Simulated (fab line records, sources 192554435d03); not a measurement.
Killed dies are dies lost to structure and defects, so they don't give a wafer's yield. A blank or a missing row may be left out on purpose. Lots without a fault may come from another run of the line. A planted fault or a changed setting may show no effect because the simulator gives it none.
Which tool did it? | flow n5_finfet | 12 lots, 36 wafers sampled, at 1 step of a route of 1938

WHAT THE GAUGES READ, wafer by wafer
N5_BEOL_M6_INSPECT_13: inspects for defects (brightfield).
lot  | measured     | on                | raw_defect_count
L077 | day 9 19:00  | defect_inspect-02 | 306 338 334
L075 | day 9 23:21  | defect_inspect-02 | 525 552 323
L078 | day 10 02:59 | defect_inspect-02 | 335 551 394
L081 | day 11 08:10 | defect_inspect-01 | 426 221 322
L085 | day 12 06:40 | defect_inspect-01 | 374 311 298
L086 | day 13 16:30 | defect_inspect-01 | 393 313 445
L083 | day 14 04:52 | defect_inspect-01 | 526 374 506
L088 | day 14 13:10 | defect_inspect-02 | 284 325 342
L093 | day 15 08:23 | defect_inspect-02 | 279 263 254
L091 | day 15 14:58 | defect_inspect-01 | 292 330 370
L097 | day 16 05:59 | defect_inspect-02 | 267 455 295
L096 | day 16 15:19 | defect_inspect-02 | 353 327 379

WHICH TOOL RAN EACH LOT (tool, then ch and the chambers of the sampled wafers, then the start)
The record holds no process step before these readings.

THE ANSWER, worked out from the rows above alone
Rule: what is usual is taken from the lots themselves. Put in order of their means at a reading, lots are off if they are a third of the lots or fewer, leave a main group of 4 or more, and stand apart from it by a gap of 3 or more times the standard deviation of the main group's means; of several such gaps the widest counts. A main group whose means are all the same, to the digits that the tables above print for the reading, isn't used. A lot without any number at a reading at which 4 lots or more have one is off too. The other lots that the step has rows for count as sound.
No lot is off at any reading shown: from this, nothing can be told.

WHAT THE SIMULATOR HAD PUT IN
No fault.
